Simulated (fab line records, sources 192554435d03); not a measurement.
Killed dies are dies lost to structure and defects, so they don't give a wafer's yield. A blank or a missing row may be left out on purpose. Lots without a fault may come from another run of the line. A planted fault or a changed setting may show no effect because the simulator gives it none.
Chamber matching | flow n5_finfet | N5_BEOL_M1_DESCUM_16 on rie_diel-03: 4 sister chambers
The step chemistry O2, time 7 s. 7 wafers are shown with their chamber, then 10 later ones without.

WAFERS WITH THEIR CHAMBER
wafer  | chamber | showerhead_plenum_p_Torr (Torr) | drypump_motor_current_A (A)
L082.3 | 2       | 2.25                            | 5.5
L084.1 | 0       | 2.06                            | 5.4
L085.1 | 1       | 2.00                            | 6.3
L085.4 | 0       | 2.05                            | 5.4
L085.5 | 3       | 2.07                            | 5.2
L087.4 | 1       | 2.00                            | 6.2
L087.5 | 3       | 2.07                            | 5.2

WAFERS WITHOUT THEIR CHAMBER
wafer  | showerhead_plenum_p_Torr (Torr) | drypump_motor_current_A (A)
L087.6 | 2.05                            | 5.4
L089.2 | 2.05                            | 5.4
L089.3 | 2.07                            | 5.2
L089.6 | 2.00                            | 6.2
L094.4 | 2.05                            | 5.4
L094.5 | 1.99                            | 6.2
L094.6 | 2.07                            | 5.2
L097.3 | 1.99                            | 6.2
L097.4 | 2.05                            | 5.4
L097.6 | 1.99                            | 6.2

WHICH CHAMBER EACH WENT THROUGH
wafer  | from the rows above | in truth
L087.6 | 0                   | 0
L089.2 | 0                   | 0
L089.3 | 3                   | 3
L089.6 | 1                   | 1
L094.4 | 0                   | 0
L094.5 | 1                   | 1
L094.6 | 3                   | 3
L097.3 | 1                   | 1
L097.4 | 0                   | 0
L097.6 | 1                   | 1
Placed correctly: 10 of 10. Can't be placed from these rows: 0. Placed wrongly: 0.
How it was worked out, from the rows above alone: a wafer's distance from a chamber is the root of the sum, over the readings, of the square of ((its reading less the chamber's mean) divided by the reading's scatter). The wafer belongs to the nearest chamber; if the next one is less than 2 further off, it can't be placed. A chamber's mean is the mean of its shown wafers. The scatter: the root of (the sum of the squares of (reading less its chamber's mean) over the shown wafers, divided by (wafers less chambers)).
